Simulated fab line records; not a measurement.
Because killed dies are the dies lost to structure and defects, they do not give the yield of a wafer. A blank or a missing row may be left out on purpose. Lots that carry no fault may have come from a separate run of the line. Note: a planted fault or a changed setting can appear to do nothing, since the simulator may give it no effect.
Matching of chambers || flow n5 finfet || 4 sister chambers for N5_BEOL_M10_ALD_74 on ald metal-03
The step deposits TaN, target thk 2 nm, pulse time 2 s, purge time 3 s. 14 wafers are shown with their chamber, then 7 later ones without.

## WAFERS WITH THEIR CHAMBER
{"wafer": "L079.1", "chamber": 3, "heater power w (W)": 434}
{"wafer": "L079.3", "chamber": 2, "heater power w (W)": 431}
{"wafer": "L079.4", "chamber": 0, "heater power w (W)": 353}
{"wafer": "L081.4", "chamber": 0, "heater power w (W)": 351}
{"wafer": "L081.5", "chamber": 3, "heater power w (W)": 443}
{"wafer": "L081.6", "chamber": 2, "heater power w (W)": 423}
{"wafer": "L083.1", "chamber": 1, "heater power w (W)": 427}
{"wafer": "L083.4", "chamber": 0, "heater power w (W)": 357}
{"wafer": "L083.5", "chamber": 1, "heater power w (W)": 437}
{"wafer": "L084.4", "chamber": 0, "heater power w (W)": 345}
{"wafer": "L084.5", "chamber": 1, "heater power w (W)": 430}
{"wafer": "L084.6", "chamber": 2, "heater power w (W)": 436}
{"wafer": "L086.2", "chamber": 1, "heater power w (W)": 436}
{"wafer": "L086.3", "chamber": 2, "heater power w (W)": 415}

SIGNATURES (means of the wafers above)
{"reading": "heater power w", "chamber 0": 351.50, "chamber 1": 432.50, "chamber 2": 426.25, "chamber 3": 438.50, "scatter within a chamber": 6.63}
Rule: for each reading, subtract the chamber's mean from the wafer's reading, divide by that reading's scatter and square the result; add these up over the readings and take the root, which gives the wafer's distance from the chamber. If the next closest chamber is less than 2 further off than the closest, the wafer can't be placed; otherwise it belongs to the closest. How the scatter is found: for the shown wafers, subtract from each reading the mean of its chamber, square and add these, divide the total by (wafers less chambers), then take the root.

## WAFERS WITH NO CHAMBER GIVEN
{"wafer": "L086.4", "heater power w (W)": 445}
{"wafer": "L087.2", "heater power w (W)": 353}
{"wafer": "L087.3", "heater power w (W)": 447}
{"wafer": "L087.4", "heater power w (W)": 418}
{"wafer": "L091.2", "heater power w (W)": 431}
{"wafer": "L091.4", "heater power w (W)": 356}
{"wafer": "L091.5", "heater power w (W)": 429}

## EACH ONE'S CHAMBER
{"wafer": "L086.4", "from the rows above": "can't be placed: 3 or 1 or 2", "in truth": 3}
{"wafer": "L087.2", "from the rows above": 0, "in truth": 0}
{"wafer": "L087.3", "from the rows above": "can't be placed: 3 or 1 or 2", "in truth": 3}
{"wafer": "L087.4", "from the rows above": "can't be placed: 2 or 1 or 3", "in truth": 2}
{"wafer": "L091.2", "from the rows above": "can't be placed: 1 or 2 or 3", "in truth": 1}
{"wafer": "L091.4", "from the rows above": 0, "in truth": 0}
{"wafer": "L091.5", "from the rows above": "can't be placed: 2 or 1 or 3", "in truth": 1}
2 of 7 placed correctly. From these rows, 5 cannot be placed; in 5 the true chamber is one of the candidates. Wrongly placed: 0.
